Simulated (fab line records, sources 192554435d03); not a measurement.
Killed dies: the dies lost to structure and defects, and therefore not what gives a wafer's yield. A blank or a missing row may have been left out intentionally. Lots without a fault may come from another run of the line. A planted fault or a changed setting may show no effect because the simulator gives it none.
Which tool did it?    flow n5-finfet    12 lots, 36 wafers sampled, at 3 steps of a route of 1938

## WHAT THE GAUGES SHOWED, per wafer
N5_FIN_CUT_CD_MEAS_08: target cd 29.1 nm.
lot   measured     on         cd-nm (nm)
L075  day 2 10:19  cd-sem-01  29.24 29.01 28.90
L077  day 2 20:52  cd-sem-03  28.83 29.23 28.72
L079  day 3 09:27  cd-sem-02  29.14 29.09 29.08
L081  day 3 20:46  cd-sem-03  29.21 29.10 28.88
L083  day 4 08:35  cd-sem-03  29.20 29.16 29.19
L085  day 4 23:20  cd-sem-01  28.84 28.80 29.31
L087  day 5 11:22  cd-sem-03  29.08 28.97 29.15
L089  day 5 20:46  cd-sem-03  29.48 28.98 29.28
L091  day 6 09:03  cd-sem-01  29.12 29.11 29.18
L093  day 6 20:19  cd-sem-02  28.93 28.98 29.05
L095  day 7 08:25  cd-sem-02  29.41 29.22 29.05
L097  day 7 20:57  cd-sem-01  29.17 29.01 29.31

## WHAT TOOL EACH LOT RAN ON (gives the tool, then ch and the chambers of the sampled wafers, and finally the start)
lot   N5_FIN_SAQP_HM_CD_35    N5_FIN_SAQP_FIN_ETCH_36
L075  cd-sem-02, day 2 09:41  rie-si-03 ch 0,1,2, day 2 09:46
L077  cd-sem-03, day 2 20:14  rie-si-01 ch 0,1,2, day 2 20:19
L079  cd-sem-03, day 3 08:43  rie-si-02 ch 0,1,2, day 3 08:47
L081  cd-sem-01, day 3 20:01  rie-si-01 ch 0,2,3, day 3 20:05
L083  cd-sem-03, day 4 07:58  rie-si-01 ch 1,2,3, day 4 08:02
L085  cd-sem-03, day 4 22:43  rie-si-02 ch 2,3, day 4 22:47
L087  cd-sem-03, day 5 10:45  rie-si-01 ch 2,3, day 5 10:49
L089  cd-sem-01, day 5 20:08  rie-si-01 ch 0,1, day 5 20:12
L091  cd-sem-03, day 6 08:19  rie-si-03 ch 0,1,3, day 6 08:22
L093  cd-sem-01, day 6 19:32  rie-si-02 ch 0,1,2, day 6 19:36
L095  cd-sem-02, day 7 07:47  rie-si-01 ch 0,2,3, day 7 07:51
L097  cd-sem-03, day 7 20:20  rie-si-01 ch 1,2, day 7 20:24
- N5_FIN_SAQP_HM_CD_35: target cd 8 nm.
- N5_FIN_SAQP_FIN_ETCH_36: etches the open film in HBr/Cl2/O2, target depth 120 nm, time 50.4 s.

## THE ANSWER, worked out from the rows above alone
Rule: usual is defined by the lots themselves. The widest of any qualifying gaps counts: lots, ordered by their means at a reading, are off when they make up no more than a third of the lots, leave a main group of 4 or more, and stand apart from it by 3 or more times the standard deviation of that group's means. The tables above print the reading to a certain number of digits; a main group whose means all agree to those digits is not used. A lot without any number at a reading at which 4 lots or more have one is off too. Any other lot the step has rows for is counted as sound.
No lot is off at any reading shown: from this, nothing can be told.

## WHAT HAD BEEN PUT IN BY THE SIMULATOR
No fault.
